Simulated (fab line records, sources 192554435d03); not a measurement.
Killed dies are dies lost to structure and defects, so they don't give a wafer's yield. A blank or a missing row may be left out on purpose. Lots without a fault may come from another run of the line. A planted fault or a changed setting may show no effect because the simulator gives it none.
Which tool did it? | flow n5_finfet | 11 lots, 33 wafers sampled, at 3 steps of a route of 1938

WHAT THE GAUGES READ, wafer by wafer
N5_FIN_CUT_INSPECT_17: inspects for defects (brightfield).
lot  | measured    | on                | raw_defect_count
L075 | day 2 11:49 | defect_inspect-02 | 192 200 179
L077 | day 2 21:31 | defect_inspect-01 | 175 177 277
L079 | day 3 10:25 | defect_inspect-01 | 257 211 302
L081 | day 3 21:31 | defect_inspect-02 | 260 205 192
L083 | day 4 10:04 | defect_inspect-01 | 305 170 170
L085 | day 4 22:42 | defect_inspect-02 | 194 225 302
L087 | day 5 12:17 | defect_inspect-01 | 179 174 160
L089 | day 5 22:10 | defect_inspect-01 | 373 314 252
L091 | day 6 09:47 | defect_inspect-02 | 246 224 224
L093 | day 6 23:30 | defect_inspect-01 | 245 254 205
L096 | day 7 17:25 | defect_inspect-02 | 169 209 222

WHICH TOOL RAN EACH LOT (tool, then ch and the chambers of the sampled wafers, then the start)
lot  | N5_FIN_CUT_ETCH_30                | N5_FIN_CUT_STRIP_24
L075 | rie_diel-05 ch 1,2, day 2 10:40   | rie_diel-05 ch 1,2, day 2 11:03
L077 | rie_diel-05 ch 0,1,2, day 2 20:38 | rie_diel-05 ch 0,1,2, day 2 21:01
L079 | rie_diel-05 ch 1,2,3, day 3 09:25 | rie_diel-05 ch 1,2,3, day 3 09:49
L081 | rie_diel-05 ch 0,1,3, day 3 20:38 | rie_diel-05 ch 0,1,3, day 3 21:02
L083 | rie_diel-02 ch 0,2,3, day 4 09:11 | rie_diel-02 ch 0,2,3, day 4 09:34
L085 | rie_diel-05 ch 0,1, day 4 21:41   | rie_diel-05 ch 0,1, day 4 22:04
L087 | rie_diel-05 ch 0,2, day 5 11:18   | rie_diel-05 ch 0,2, day 5 11:41
L089 | rie_diel-05 ch 1,2,3, day 5 21:17 | rie_diel-05 ch 1,2,3, day 5 21:40
L091 | rie_diel-03 ch 0,1,2, day 6 08:53 | rie_diel-03 ch 0,1,2, day 6 09:16
L093 | rie_diel-02 ch 1,2,3, day 6 22:37 | rie_diel-02 ch 1,2,3, day 6 23:01
L096 | rie_diel-05 ch 1,2,3, day 7 16:32 | rie_diel-05 ch 1,2,3, day 7 16:55
- N5_FIN_CUT_ETCH_30: etches underlayer in N2/H2, target depth 13 nm, time 10.4 s.
- N5_FIN_CUT_STRIP_24: strips in CF4.

THE ANSWER, worked out from the rows above alone
Rule: what is usual is taken from the lots themselves. Put in order of their means at a reading, lots are off if they are a third of the lots or fewer, leave a main group of 4 or more, and stand apart from it by a gap of 3 or more times the standard deviation of the main group's means; of several such gaps the widest counts. A main group whose means are all the same, to the digits that the tables above print for the reading, isn't used. A lot without any number at a reading at which 4 lots or more have one is off too. The other lots that the step has rows for count as sound.
No lot is off at any reading shown: from this, nothing can be told.

WHAT THE SIMULATOR HAD PUT IN
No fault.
